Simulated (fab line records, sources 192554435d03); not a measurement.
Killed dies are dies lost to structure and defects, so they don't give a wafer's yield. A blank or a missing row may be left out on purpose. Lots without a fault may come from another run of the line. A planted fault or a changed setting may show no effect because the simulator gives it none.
Chamber matching | flow n5_finfet | N5_BEOL_M9_ILD_DEP_00 on pecvd-04: 3 sister chambers
The step deposits SiCOH lowk from DEMS/porogen, target thk 308.51 nm, time 58 s. 3 wafers are shown with their chamber, then 7 later ones without.

WAFERS WITH THEIR CHAMBER
wafer  | chamber | throttle_valve_pct (%)
L656.5 | 2       | 13.9
L658.1 | 0       | 13.3
L658.2 | 1       | 13.8

WAFERS WITHOUT THEIR CHAMBER
wafer  | throttle_valve_pct (%)
L658.3 | 14.2
L660.1 | 13.8
L660.4 | 13.8
L660.5 | 12.9
L662.2 | 13.9
L662.4 | 13.8
L662.5 | 14.2

WHICH CHAMBER EACH WENT THROUGH
wafer  | from the rows above     | in truth
L658.3 | can't be placed: 2 or 1 | 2
L660.1 | can't be placed: 1 or 2 | 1
L660.4 | can't be placed: 1 or 2 | 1
L660.5 | 0                       | 0
L662.2 | can't be placed: 2 or 1 | 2
L662.4 | can't be placed: 1 or 2 | 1
L662.5 | can't be placed: 2 or 1 | 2
Placed correctly: 1 of 7. Can't be placed from these rows: 6 (the true chamber is among the candidates in 6). Placed wrongly: 0.
How it was worked out, from the rows above alone: a wafer's distance from a chamber is the root of the sum, over the readings, of the square of ((its reading less the chamber's mean) divided by the reading's scatter). The wafer belongs to the nearest chamber; if the next one is less than 2 further off, it can't be placed. A chamber's mean is the mean of its shown wafers. The scatter: with one shown wafer a chamber, the root of the mean of the squares of how far each hidden wafer lies from its nearest shown one.
